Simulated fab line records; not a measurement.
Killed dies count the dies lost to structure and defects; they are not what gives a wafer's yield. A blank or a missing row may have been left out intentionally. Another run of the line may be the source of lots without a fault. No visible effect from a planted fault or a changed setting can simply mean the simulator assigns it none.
fab line records | flow nand-harc
record: lots: 6 | wafers: 18 | last-day: 33
route steps=1302 shown P_M0@266 P_M1@285 END@1302
lots that met no fault: from a run of the same line without faults
start-h: the number of hours between the record's first day and the start of the first shown wafer of the lot | wait-h: hours from the lot's prior step to this one | " unchanged from the row above | L1.1+2: a row that stands for several wafers | - value missing, or start not given | * or withheld: withheld | < > ~ a bound
route shown NAME@n: NAME is a module with steps in the file, n the number in the route of the first one | usual: the fault-free wafers' mean and standard deviation | same: alike in all rows | chamber/n: place in a boat | sites: per-site readings | _std_site: standard deviation of those values | _edge_site: outer sites' mean less inner sites' | radius-mm: for every site, how far away it sits from the centre of the wafer | mask NAME#n: copy n | behind: the most recent tool/chamber to have shaped the wafer | hold: why the lot was held/for how many hours/how that ended | device: the n, p or np transistor that did not switch | end of line: tests run on the same wafers once the route is complete | step lacking rows: just its recipe | killed: dies lost to structure and defects at the first sort, not the wafer's yield | map: shows each die of a wafer: x if killed, . if not, _ if none is there
set.NAME: the setting as run; set.NAME@STEP: as run at that earlier step | model.NAME: the simulator's own value behind a step, which no gauge read
lots seen at some steps along the route; tables by step, rows by wafer
services: a tool's chamber out of use, with start hour (start-h, from the record's first day; less than 0 if before it), hours out, and reason
== steps ==
step: NHARC_P_M0_DESCUM_14
recipe: time-s: 3 | o2-flow-sccm: 200 | ar-flow-sccm: 0 | bias-power-w: 0 | chemistry: O2
step: NHARC_P_M0_ETCH_34
recipe: target-depth-a: 400 | overetch-a: 120 | time-s: 43.94 | ion-energy-ev: 200 | n2-flow-sccm: 150 | h2-flow-sccm: 150 | ar-flow-sccm: 0 | rf-w: 400 | bias-w: 150 | chemistry: N2/H2
usual: drypump-motor-current-A: 5.7/0.44 | oes-product-au: 0.998/0.01 | rf-vpp-V: 430/3.3 | showerhead-plenum-p-Torr: 2.03/0.11 | throttle-valve-pct: 14.172/0.0084
lot.wafer | tool        | chamber | start-h | wait-h | drypump-motor-current-A | oes-product-au | rf-hours-counter-h | rf-vpp-V | showerhead-plenum-p-Torr | throttle-valve-pct
L807.2    | rie-diel-02 | 3       | 156.15  | 0.1    | 4.9                     | 0.985          | 35                 | 429      | 1.97                     | 14.168
L807.3    | "           | 0       | "       | "      | 6.7                     | 1.005          | 21                 | 435      | 2.21                     | 14.168
L807.1    | "           | 1       | "       | "      | 6.3                     | 1.001          | 33                 | 434      | 2.11                     | 14.160
L808.2    | rie-diel-09 | 3       | 160.84  | 0.1    | 4.7                     | 0.996          | 6                  | 432      | 2.08                     | 14.177
L808.1    | "           | 2       | "       | "      | 5.0                     | 0.996          | 6                  | 427      | 1.91                     | 14.164
L808.5    | "           | 3       | "       | "      | 4.7                     | 1.001          | -                  | 431      | 2.08                     | 14.178
L819.2    | rie-diel-02 | 3       | 266.55  | 0.2    | 4.9                     | 0.999          | 11                 | 427      | 1.96                     | 14.174
L819.4    | "           | 1       | "       | "      | 6.3                     | 1.008          | 11                 | 433      | 2.10                     | 14.182
L819.5    | "           | 3       | "       | "      | 4.9                     | 1.013          | -                  | 428      | 1.96                     | 14.170
L821.4    | rie-diel-11 | 2       | 292.34  | 0.1    | 5.7                     | 1.003          | 9                  | 433      | 2.12                     | 14.173
L821.1    | "           | 0       | "       | "      | 5.5                     | 1.000          | 6                  | 431      | 2.10                     | 14.179
L821.6    | "           | 1       | "       | "      | 5.7                     | 0.996          | -                  | 427      | 1.88                     | 14.182
L822.3    | rie-diel-09 | 3       | 304.50  | 0.1    | 4.7                     | 1.009          | 56                 | 431      | 2.06                     | 14.169
L822.6    | "           | 1       | "       | "      | 6.2                     | 1.005          | -                  | 430      | 2.03                     | 14.168
L822.5    | "           | 2       | "       | "      | 5.0                     | 0.996          | -                  | 425      | 1.89                     | 14.173
L826.2    | rie-diel-11 | 3       | 343.06  | 0.1    | 5.7                     | 1.019          | 14                 | 425      | 1.88                     | 14.176
L826.1    | "           | 0       | "       | "      | 5.5                     | 1.007          | 12                 | 432      | 2.10                     | 14.165
L826.3    | "           | 1       | "       | "      | 5.8                     | 0.992          | 14                 | 427      | 1.88                     | 14.189
step: NHARC_P_M0_ETCH_15
recipe: target-depth-a: 1500 | overetch-a: 150 | time-s: 82.5 | c4f8-flow-sccm: withheld | ar-flow-sccm: 400 | rf-w: 600 | bias-w: 300 | chemistry: C4F8/Ar
step: NHARC_P_M0_CD_MEAS_16
usual: cd-nm: 89.8/0.7
lot.wafer | tool      | chamber | start-h | wait-h | cd-nm
L807.1    | cd-sem-02 | -       | 156.37  | -      | 90.5
L807.2    | "         | -       | "       | "      | 89.3
L807.3    | "         | -       | "       | "      | 89.9
L808.1    | cd-sem-02 | -       | 161.06  | -      | 89.6
L808.2    | "         | -       | "       | "      | 89.7
L808.5    | "         | -       | "       | "      | 89.9
L819.2    | cd-sem-02 | -       | 266.82  | -      | 91.3
L819.4    | "         | -       | "       | "      | 90.9
L819.5    | "         | -       | "       | "      | 91.1
L821.1    | cd-sem-02 | -       | 292.55  | -      | 89.4
L821.4    | "         | -       | "       | "      | 90.0
L821.6    | "         | -       | "       | "      | 89.9
L822.3    | cd-sem-02 | -       | 304.71  | -      | 89.8
L822.5    | "         | -       | "       | "      | 90.2
L822.6    | "         | -       | "       | "      | 89.1
L826.1    | cd-sem-02 | -       | 343.27  | -      | 89.2
L826.2    | "         | -       | "       | "      | 90.4
L826.3    | "         | -       | "       | "      | 90.3
step: NHARC_P_M0_STRIP_18
recipe: power-w: 1000 | n2-flow-sccm: 150 | h2-flow-sccm: 150 | ar-flow-sccm: 0 | bias-w: 0 | chemistry: N2/H2
step: NHARC_P_M0_STRIP_19
recipe: time-s: 600 | temp-c: 30 | chemistry: post-etch-residue-remover
step: NHARC_P_M0_DEGAS_28
recipe: temp-c: 250 | time-s: 60
step: NHARC_P_M0_PRE_CLEAN_29
recipe: time-s: 30 | temp-c: 280 | gas: H2/He
usual: heater-power-w: 403/30 | susceptor-temp-C: 280.02/0.17
lot.wafer | tool           | chamber | start-h | wait-h | heater-power-w | susceptor-temp-C
L807.3    | pvd-sputter-02 | -       | -       | -      | 343            | 280.32
L807.1    | "              | -       | "       | "      | 437            | 279.73
L807.2    | "              | -       | "       | "      | 434            | 280.13
L808.2    | pvd-sputter-02 | -       | -       | -      | 340            | 280.07
L808.1    | "              | -       | "       | "      | 439            | 280.18
L808.5    | "              | -       | "       | "      | 349            | 280.00
L819.2    | pvd-sputter-02 | -       | -       | -      | 429            | -
L819.4    | "              | -       | "       | "      | 421            | -
L819.5    | "              | -       | "       | "      | 433            | -
L821.1    | pvd-sputter-02 | -       | -       | -      | 429            | -
L821.4    | "              | -       | "       | "      | 428            | -
L821.6    | "              | -       | "       | "      | 437            | -
L822.3    | pvd-sputter-03 | -       | -       | -      | 402            | 280.02
L822.5    | "              | -       | "       | "      | 451            | 280.02
L822.6    | "              | -       | "       | "      | 401            | 279.92
L826.3    | pvd-sputter-02 | -       | -       | -      | 432            | 279.83
L826.2    | "              | -       | "       | "      | 401            | 280.06
L826.1    | "              | -       | "       | "      | 356            | 279.92
step: NHARC_P_M0_PVD_20
recipe: target-thk-a: 50 | bias-v: 168.6 | power-w: 15000 | chamber-pressure-pa: 0.12 | time-s: 8.06 | substrate-temp-c: 50 | material: TaN
usual: throttle-valve-pct: 30.0/0.84
lot.wafer | tool           | chamber | start-h | wait-h | throttle-valve-pct
L807.1    | pvd-sputter-02 | -       | -       | -      | 31.0
L807.2    | "              | -       | "       | "      | 30.2
L807.3    | "              | -       | "       | "      | 30.4
L808.2    | pvd-sputter-02 | -       | -       | -      | 30.8
L808.1    | "              | -       | "       | "      | 29.9
L808.5    | "              | -       | "       | "      | 31.3
L819.4    | pvd-sputter-02 | -       | -       | -      | 31.2
L819.2    | "              | -       | "       | "      | 30.1
L819.5    | "              | -       | "       | "      | 30.4
L821.4    | pvd-sputter-02 | -       | -       | -      | 30.0
L821.1    | "              | -       | "       | "      | 30.1
L821.6    | "              | -       | "       | "      | 29.8
L822.3    | pvd-sputter-03 | -       | -       | -      | 28.8
L822.5    | "              | -       | "       | "      | 29.7
L822.6    | "              | -       | "       | "      | 28.8
L826.2    | pvd-sputter-02 | -       | -       | -      | 29.9
L826.1    | "              | -       | "       | "      | 30.6
L826.3    | "              | -       | "       | "      | 30.4
step: NHARC_P_M0_PVD_21
recipe: target-thk-a: 300 | chamber-pressure-pa: 5 | power-w: 5000 | substrate-temp-c: 30 | time-s: 20.49 | material: Cu
step: NHARC_P_M0_ECD_22
recipe: target-thk-a: 4000 | bath-temp-c: 25 | material: Cu
step: NHARC_P_M0_ANNEAL_30
recipe: temp-c: 225 | time-s: 90
usual: wafer_temp_C_max: 225.85/0.22
lot.wafer | tool          | chamber | start-h | wait-h | wafer_temp_C_max
L807.1    | rtp-anneal-02 | 0       | 157.73  | 0.3    | 225.91
L807.2    | "             | 0       | "       | "      | 226.28
L807.3    | "             | 0       | "       | "      | 226.29
L808.1    | rtp-anneal-02 | 0       | 162.41  | -      | 225.82
L808.2    | "             | 0       | "       | "      | 226.29
L808.5    | "             | 0       | "       | "      | 225.68
L819.2    | rtp-anneal-02 | 0       | 268.21  | 0.3    | 226.10
L819.4    | "             | 0       | "       | "      | 225.70
L819.5    | "             | 0       | "       | "      | 226.16
L821.1    | rtp-anneal-02 | 0       | 293.90  | 0.3    | 225.79
L821.4    | "             | 0       | "       | "      | 225.81
L821.6    | "             | 0       | "       | "      | 225.60
L822.3    | rtp-anneal-01 | 0       | 306.18  | 0.3    | 225.84
L822.5    | "             | 0       | "       | "      | 225.92
L822.6    | "             | 0       | "       | "      | 226.10
L826.1    | rtp-anneal-01 | 0       | 344.62  | -      | 225.78
L826.2    | "             | 0       | "       | "      | 225.68
L826.3    | "             | 0       | "       | "      | 226.15
step: NHARC_P_M0_CMP_23
recipe: t-overpolish-s: 20 | target-thk-nm: 117.54
usual: motor-current-A: 11.5/1.3 | retaining-ring-pressure-frac: 1.000/0.0048 | time-to-endpoint-s: 29.1/2.7
lot.wafer | tool   | chamber | start-h | wait-h | motor-current-A | retaining-ring-pressure-frac | time-to-endpoint-s
L807.3    | cmp-03 | 2       | 158.10  | -      | 13.1            | 1.001                        | 26.6
L807.2    | "      | 0       | "       | "      | 12.0            | 0.996                        | 29.2
L807.1    | "      | 1       | "       | "      | 13.3            | 0.995                        | 31.7
L808.2    | cmp-01 | 3       | 162.79  | -      | 10.1            | 1.011                        | 27.9
L808.1    | "      | 0       | "       | "      | 9.0             | 0.993                        | 28.9
L808.5    | "      | 3       | "       | "      | 10.3            | 1.009                        | 26.4
L819.2    | cmp-03 | 1       | 268.51  | -      | 13.7            | 1.001                        | 23.7
L819.4    | "      | 0       | "       | "      | 12.0            | 1.004                        | 27.8
L819.5    | "      | 1       | "       | "      | 13.4            | 1.001                        | 26.6
L821.1    | cmp-03 | 0       | 294.25  | -      | 12.0            | 0.999                        | 31.8
L821.4    | "      | 1       | "       | "      | 13.0            | 0.996                        | 29.4
L821.6    | "      | 1       | "       | "      | 12.5            | 0.994                        | 32.1
L822.3    | cmp-04 | 0       | 306.45  | -      | 11.2            | 1.007                        | 25.7
L822.6    | "      | 3       | "       | "      | 10.7            | 1.004                        | 26.3
L822.5    | "      | 0       | "       | "      | 12.8            | 1.007                        | 27.2
L826.3    | cmp-03 | 0       | 344.96  | -      | 13.1            | 0.998                        | 30.5
L826.2    | "      | 1       | "       | "      | 14.0            | 1.002                        | 27.9
L826.1    | "      | 3       | "       | "      | 9.9             | 1.001                        | 23.4
step: NHARC_P_M0_THK_MEAS_24
recipe: thk-meas-gauge: xrf
usual: thk-nm: 117.5/1.6
lot.wafer | tool          | chamber | start-h | wait-h | thk-nm
L807.1    | film-metro-01 | -       | 158.41  | -      | 116.9
L807.2    | "             | -       | "       | "      | 115.9
L807.3    | "             | -       | "       | "      | 117.7
L808.1    | film-metro-02 | -       | 163.08  | -      | 117.7
L808.2    | "             | -       | "       | "      | 116.7
L808.5    | "             | -       | "       | "      | 114.8
L819.2    | film-metro-01 | -       | 268.82  | -      | 118.6
L819.4    | "             | -       | "       | "      | 116.2
L819.5    | "             | -       | "       | "      | 118.0
L821.1    | film-metro-02 | -       | 294.56  | -      | 118.9
L821.4    | "             | -       | "       | "      | 118.5
L821.6    | "             | -       | "       | "      | 117.5
L822.3    | film-metro-02 | -       | 306.74  | -      | 117.0
L822.5    | "             | -       | "       | "      | 115.4
L822.6    | "             | -       | "       | "      | 114.9
L826.1    | film-metro-02 | -       | 345.28  | -      | 115.4
L826.2    | "             | -       | "       | "      | 117.8
L826.3    | "             | -       | "       | "      | 117.8
step: NHARC_P_M0_SRD_25
step: NHARC_P_M0_INSPECT_27
usual: raw-defect-count: 280/95
lot.wafer | tool              | chamber | start-h | wait-h | raw-defect-count
L807.1    | defect-inspect-01 | -       | 158.57  | 0.0    | 227
L807.2    | "                 | -       | "       | "      | 230
L807.3    | "                 | -       | "       | "      | 156
L808.1    | defect-inspect-01 | -       | 163.24  | 0.0    | 182
L808.2    | "                 | -       | "       | "      | 224
L808.5    | "                 | -       | "       | "      | 298
L819.2    | defect-inspect-02 | -       | 268.98  | 0.0    | 545
L819.4    | "                 | -       | "       | "      | 622
L819.5    | "                 | -       | "       | "      | 485
L821.1    | defect-inspect-02 | -       | 294.74  | 0.1    | 566
L821.4    | "                 | -       | "       | "      | 563
L821.6    | "                 | -       | "       | "      | 458
L822.3    | defect-inspect-02 | -       | 306.89  | 0.0    | 401
L822.5    | "                 | -       | "       | "      | 284
L822.6    | "                 | -       | "       | "      | 334
L826.1    | defect-inspect-01 | -       | 345.43  | 0.0    | 273
L826.2    | "                 | -       | "       | "      | 345
L826.3    | "                 | -       | "       | "      | 204
step: NHARC_P_M0_PRE_CLEAN_31
recipe: time-s: 12 | temp-c: 370 | rf-power-w: 300 | gas: NH3
usual: heater-power-w: 605/73 | susceptor-temp-C: 370.01/0.22
lot.wafer | tool     | chamber | start-h | wait-h | heater-power-w | susceptor-temp-C
L807.2    | pecvd-03 | 1       | 158.63  | 0.1    | 579            | 370.22
L807.1    | "        | 2       | "       | "      | 627            | 370.04
L807.3    | "        | 0       | "       | "      | 795            | 370.00
L808.1    | pecvd-01 | 0       | 163.31  | 0.1    | 645            | 369.91
L808.2    | "        | 1       | "       | "      | 582            | 369.76
L808.5    | "        | 2       | "       | "      | 547            | 370.34
L819.2    | pecvd-01 | 2       | 269.04  | 0.1    | 536            | 370.23
L819.4    | "        | 2       | "       | "      | 538            | 369.91
L819.5    | "        | 1       | "       | "      | 581            | 370.16
L821.1    | pecvd-03 | 2       | 294.82  | 0.1    | 550            | 370.43
L821.6    | "        | 1       | "       | "      | 576            | 369.95
L821.4    | "        | 2       | "       | "      | 545            | 370.49
L822.3    | pecvd-03 | 0       | 306.96  | 0.1    | 675            | 369.84
L822.5    | "        | 0       | "       | "      | 695            | 369.64
L822.6    | "        | 1       | "       | "      | 565            | 369.75
L826.2    | pecvd-03 | 2       | 345.50  | 0.1    | 632            | 369.97
L826.1    | "        | 0       | "       | "      | 658            | 370.15
L826.3    | "        | 1       | "       | "      | 567            | 369.75
step: NHARC_P_M0_DEP_32
recipe: target-thk-a: 300 | temp-c: 370 | target-thk-nm: 30 | pressure-torr: 3 | flow-sccm: 200 | rf-w: 450 | material: SiCN
step: NHARC_P_M1_DEP_00
recipe: target-thk-a: 1825 | target-thk-nm: 182.5 | temp-c: withheld | pressure-torr: 5 | flow-sccm: 200 | rf-w: 600 | material: SiOC
step: NHARC_P_M1_DEHYDRATE_01
recipe: temp-c: 150 | time-s: 120
step: NHARC_P_M1_HMDS_02
recipe: time-s: 30
step: NHARC_P_M1_COAT_34
recipe: temp-c: 200 | time-s: 65
step: NHARC_P_M1_COAT_03
recipe: spin-rpm: 1500 | resist-thk-nm: 90
step: NHARC_P_M1_SOFTBAKE_04
recipe: temp-c: 105 | time-s: 55
step: NHARC_P_M1_EBR_05
step: NHARC_P_M1_EXPOSE_06
recipe: na: 1.35 | target-cd-nm: 130 | dose-mj: 81.88 | mask-id: P_M1
step: NHARC_P_M1_PEB_07
recipe: peb-temp-c: 100 | peb-time-s: 65
step: NHARC_P_M1_DEVELOP_08
recipe: develop-time-s: 35 | dev-temp-c: 23
step: NHARC_P_M1_CD_MEAS_09
recipe: target-cd-nm: 130 | landing-energy-ev: 500
usual: cd-nm: 129.6/0.59
lot.wafer | tool      | chamber | start-h | wait-h | cd-nm
L807.1    | cd-sem-01 | 0       | 159.99  | -      | 130.2
L807.2    | "         | 0       | "       | "      | 129.4
L807.3    | "         | 0       | "       | "      | 129.4
L808.1    | cd-sem-03 | 0       | 164.64  | -      | 129.1
L808.2    | "         | 0       | "       | "      | 129.2
L808.5    | "         | 0       | "       | "      | 128.4
L819.2    | cd-sem-03 | 0       | 270.40  | -      | 128.6
L819.4    | "         | 0       | "       | "      | 128.6
L819.5    | "         | 0       | "       | "      | 128.8
L821.1    | cd-sem-03 | 0       | 296.00  | -      | 130.1
L821.4    | "         | 0       | "       | "      | 129.2
L821.6    | "         | 0       | "       | "      | 129.7
L822.3    | cd-sem-03 | 0       | 308.29  | -      | 128.9
L822.5    | "         | 0       | "       | "      | 128.9
L822.6    | "         | 0       | "       | "      | 129.5
L826.1    | cd-sem-02 | 0       | 346.70  | -      | 129.6
L826.2    | "         | 0       | "       | "      | 128.9
L826.3    | "         | 0       | "       | "      | 129.1
step: NHARC_P_M1_OVL_MEAS_10
recipe: pitch-nm: 260
usual: overlay-x-nm: 0.2/0.7 | overlay-y-nm: 0.2/0.85
lot.wafer | tool       | chamber | start-h | wait-h | overlay-x-nm | overlay-y-nm
L807.1    | overlay-01 | -       | 160.08  | -      | 0.8          | 0.2
L807.2    | "          | -       | "       | "      | -0.2         | 0.3
L807.3    | "          | -       | "       | "      | 0.0          | -0.1
L808.1    | overlay-01 | -       | 164.73  | -      | -0.5         | 0.3
L808.2    | "          | -       | "       | "      | 0.2          | 0.4
L808.5    | "          | -       | "       | "      | -0.1         | 0.3
L819.2    | overlay-01 | -       | 270.49  | -      | 1.8          | -0.7
L819.4    | "          | -       | "       | "      | 1.5          | -0.6
L819.5    | "          | -       | "       | "      | 1.6          | -1.0
L821.1    | overlay-01 | -       | 296.09  | -      | -0.1         | -0.9
L821.4    | "          | -       | "       | "      | -0.1         | -1.5
L821.6    | "          | -       | "       | "      | -0.4         | -0.9
L822.3    | overlay-01 | -       | 308.37  | -      | 0.7          | 0.2
L822.5    | "          | -       | "       | "      | 0.2          | 0.6
L822.6    | "          | -       | "       | "      | -0.2         | 0.1
L826.1    | overlay-01 | -       | 346.79  | -      | 1.0          | 0.3
L826.2    | "          | -       | "       | "      | 0.4          | 0.4
L826.3    | "          | -       | "       | "      | 0.4          | 0.6
step: NHARC_P_M1_INSPECT_11
usual: raw-defect-count: 4.0/2.2
lot.wafer | tool              | chamber | start-h | wait-h | raw-defect-count
L807.1    | defect-inspect-01 | -       | 160.11  | 0.0    | 2
L807.2    | "                 | -       | "       | "      | 4
L807.3    | "                 | -       | "       | "      | 5
L808.1    | defect-inspect-01 | -       | 164.77  | 0.0    | 1
L808.2    | "                 | -       | "       | "      | 4
L808.5    | "                 | -       | "       | "      | 2
L819.2    | defect-inspect-02 | -       | 270.53  | 0.0    | 306
L819.4    | "                 | -       | "       | "      | 291
L819.5    | "                 | -       | "       | "      | 301
L821.1    | defect-inspect-01 | -       | 296.13  | 0.0    | 265
L821.4    | "                 | -       | "       | "      | 266
L821.6    | "                 | -       | "       | "      | 292
L822.3    | defect-inspect-01 | -       | 308.41  | 0.0    | 2
L822.5    | "                 | -       | "       | "      | 2
L822.6    | "                 | -       | "       | "      | 3
L826.1    | defect-inspect-01 | -       | 346.83  | 0.0    | 3
L826.2    | "                 | -       | "       | "      | 4
L826.3    | "                 | -       | "       | "      | 4
step: NHARC_P_M1_DESCUM_14
recipe: time-s: 3 | o2-flow-sccm: 200 | ar-flow-sccm: 0 | bias-power-w: 0 | chemistry: O2
step: NHARC_END_SORT_01
recipe: temp-c: 25
usual: defect-limited-yield: 91/3.4 | killed-at-array: 55/23 | killed-at-other: 1.0/1.2 | killed-at-periphery: 3.2/2.7 | killed-dies: 59/23 | killed-open: 3.1/1.6 | killed-short: 2.2/1.5
same: gross-dies: 677
lot.wafer | tool      | chamber | start-h | wait-h | defect-limited-yield[%] | killed-at-array | killed-at-other | killed-at-periphery | killed-dies | killed-open | killed-short
L819.2    | prober-01 | 0       | 695.55  | 2.8    | 60                      | 37              | 2               | 229                 | 268         | 2           | 5
L819.4    | prober-01 | 0       | 697.16  | 3.4    | 63                      | 36              | 2               | 210                 | 248         | 1           | 1
L819.5    | prober-01 | 0       | 697.97  | 3.7    | 64                      | 26              | 2               | 217                 | 245         | 2           | 2
L821.1    | prober-02 | 0       | 744.29  | 2.5    | 64                      | 44              | 0               | 199                 | 243         | 3           | 2
L821.4    | prober-02 | 0       | 746.67  | 3.4    | 63                      | 50              | 1               | 199                 | 250         | 5           | 5
L821.6    | prober-02 | 0       | 748.26  | 4.0    | 61                      | 41              | 0               | 220                 | 261         | 2           | 1
killed by level:class
L819.2 P_M0:unspecified=227 A_CHANNEL_HOLE_D2:chamber-film-flake=16 A_CHANNEL_HOLE_D1:chamber-film-flake=6 A_SLIT:chamber-film-flake=5 A_WL_FILL:geometric-particle:short=2 A_STAIRCASE:chamber-film-flake=2 P_M1:geometric-particle:short=1 A_ONON_D1:geometric-particle:open=1
L819.4 P_M0:unspecified=210 A_CHANNEL_HOLE_D2:chamber-film-flake=17 A_CHANNEL_HOLE_D1:chamber-film-flake=7 A_SLIT:chamber-film-flake=4 A_CONTACT:chamber-film-flake=3 THIN_TSV:chamber-film-flake=2 A_ONON_D1:geometric-particle:open=1 A_WL_FILL:geometric-particle:short=1
L819.5 P_M0:unspecified=215 A_CHANNEL_HOLE_D2:chamber-film-flake=14 A_CHANNEL_HOLE_D1:chamber-film-flake=4 A_CONTACT:chamber-film-flake=3 THIN_TSV:chamber-film-flake=2 P_M0:geometric-particle:open=1 A_CHANNEL_FILL_D2:geometric-particle:short=1 A_CHANNEL_FILL_D2:geometric-particle:open=1
L821.1 P_M0:unspecified=195 A_SLIT:chamber-film-flake=29 A_CHANNEL_HOLE_D1:chamber-film-flake=5 A_STAIRCASE:chamber-film-flake=2 A_BONDPAD:chamber-film-flake=2 P_GATE:geometric-particle:open=1 P_M0:geometric-particle:short=1 A_ONON_D1:geometric-particle:short=1
L821.4 P_M0:unspecified=190 A_SLIT:chamber-film-flake=31 P_GATE:chamber-film-flake=4 P_BONDPAD:chamber-film-flake=3 A_CHANNEL_HOLE_D1:chamber-film-flake=3 A_STAIRCASE:chamber-film-flake=2 P_GATE:geometric-particle:open=1 A_CHANNEL_FILL_D1:geometric-particle:open=1
L821.6 P_M0:unspecified=214 A_SLIT:chamber-film-flake=27 A_CHANNEL_HOLE_D1:chamber-film-flake=5 P_M1:chamber-film-flake=4 A_DECK1_JOINT:chamber-film-flake=2 A_ONON_D1:geometric-particle:short=1 A_CHANNEL_HOLE_D2:geometric-particle:open=1 A_CHANNEL_FILL_D2:geometric-particle:open=1
map L819.2 (x killed, . not)
____________.____________
_________..x...x_________
_______x....x.xx.x_______
______.x.x..xx.....______
_____.xx...x......xx_____
____xx...x..xx.x....x____
____..x....x.x......x____
___.....x.x.x...x.x...___
___xxx.xxxx..xxx.x..xx___
__..x..x..x.x.xxx.x....__
__.xx.xx.x.x.xxx....x.x__
_x...xx..x.x..x..xx....._
_.xxx..x.x....xx..x.xx.._
_x...xx.......x....x..x._
_.x.xx....x..x..x......._
_....x..xx...xx.xxx....._
x..........x...x.........
.xx..x...x...x.x.....xxx.
.......x.x.x.xx..x..x....
....x....x..x.x.x.x.xx.xx
xx.......xx.x..x....x.x.x
_xxxx.....x.x.xx...x...._
_xxxx....x.x.xx..x.....x_
_.....x..xx..xxx.xx...xx_
_.xxx...x.xx.xxx.......x_
_xxxx..x.xxx..xx.x..x.xx_
__.xxxx...xxx.........x__
__....x..xxx.x.x.x.x...__
___.xxxxx.x.xx.x.xxxx.___
___x..xx.xx.x.....x.xx___
____xxxxx........x..x____
____xxxx.......xxxx.x____
_____xxx..xx.xx...x._____
______x..x.xxx.x...______
_______.x.x.....xx_______
_________..x.x.._________
____________x____________
map L821.6 (x killed, . not)
____________x____________
_________xx..xx._________
_______..x.....x.x_______
______.x.xx..x.....______
_____.xxxx.x........_____
____...x.......x..x.x____
____x....x....x.x..x.____
___.x.x...xx..xxx.....___
___.x..x.......x.x.x.x___
__xx..xxx.xxx.xx.xxx.x.__
__.xx..x.x..xxxx.xx...x__
_..x.xxx...x.......x..x._
_x.xx.x.x..x........x..._
_..x.....x...xxx.......x_
_..x.xx...x.x.....x...x._
_..x...xxx.xx.....x.x..._
..x......xxx.....x.xx....
..x.....xx.x...x...x..xx.
.x...x......xx.x.....x..x
xxx..x..xx...xx.xx.....x.
...xxx.x....x..x.x..x....
_xx..........x.....xx.x._
_...x..x...xxxx..x..xx.._
_...xxx.xxx.x....xx....x_
_.xx..........xx...x.xx._
_x.xx.x....x.x.x.xxx...._
__.xx.x..xxxx.x...xx..x__
__.x.xx..x..x...x...xx.__
___x..x.x....xx.x....x___
___.x.x...xxxxxxx.x.x.___
____.xx.....xxxx..x..____
____..x...x.xxxxxx.x.____
_____......xxxxx..xx_____
______......xxx.xx.______
_______.xxx.xxxx.._______
_________x.xxxxx_________
____________x____________
== services ==
tool           | chamber | start-h | hours | kind
rie-diel-02    | -       | 139.34  | 0.2   | repair
rie-diel-09    | -       | 143.17  | 9.0   | pm
pvd-sputter-03 | -       | 145.06  | 2.8   | repair
cmp-03         | -       | 162.46  | 4.0   | pm
pvd-sputter-03 | -       | 170.00  | 10.0  | pm
rie-diel-09    | 2       | 184.02  | 4.3   | repair
pecvd-03       | -       | 185.14  | 13.0  | pm
rie-diel-09    | 0       | 185.73  | 11.3  | repair
rie-diel-09    | 3       | 197.26  | 6.5   | repair
cmp-03         | -       | 201.07  | 0.5   | repair
rie-diel-02    | -       | 216.77  | 9.0   | pm
rie-diel-11    | 2       | 224.91  | 5.4   | repair
pecvd-03       | 0       | 234.06  | 32.2  | repair
rie-diel-02    | 0       | 238.23  | 3.5   | repair
pvd-sputter-03 | -       | 250.26  | 0.9   | repair
rie-diel-11    | -       | 255.53  | 9.0   | pm
rie-diel-02    | -       | 256.07  | 1.0   | repair
cmp-03         | -       | 260.46  | 4.0   | pm
pvd-sputter-02 | -       | 271.33  | 2.5   | repair
pecvd-03       | 2       | 274.22  | 9.9   | repair
pvd-sputter-02 | -       | 282.00  | 10.0  | pm
pvd-sputter-02 | -       | 296.11  | 3.1   | repair
rie-diel-11    | 3       | 300.67  | 3.9   | repair
pecvd-01       | -       | 311.21  | 13.0  | pm
== key ==
first-sign: step: NHARC_P_M0_INSPECT_27 | reading: raw-defect-count | direction: up | sigmas: 2.7 | usual: 280 | struck: 540
effect: step: NHARC_P_M1_INSPECT_11 | reading: raw-defect-count | direction: up | sigmas: 99+ | usual: 4.0 | struck: 286.8
effect: step: NHARC_END_SORT_01 | reading: killed-at-periphery | direction: up | sigmas: 79 | usual: 3.2 | struck: 212.3
more-kills-born-at: NHARC_P_M0_CMP_23@cmp-03: 1251
met-at NHARC_P_M0_CMP_23
struck-wafers L819.2,L819.4,L819.5,L821.1,L821.4,L821.6
onset-between 158.10 268.51
also-fits NHARC_P_M0_ANNEAL_30:rtp-anneal-02
fault: kind: chamber-particle-source | tool: cmp-03 | chamber: - | onset-h: 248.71 | steps: NHARC_P_M0_CMP_23 | rate-per-visit-cm2: 0.43606 | end-h: 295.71
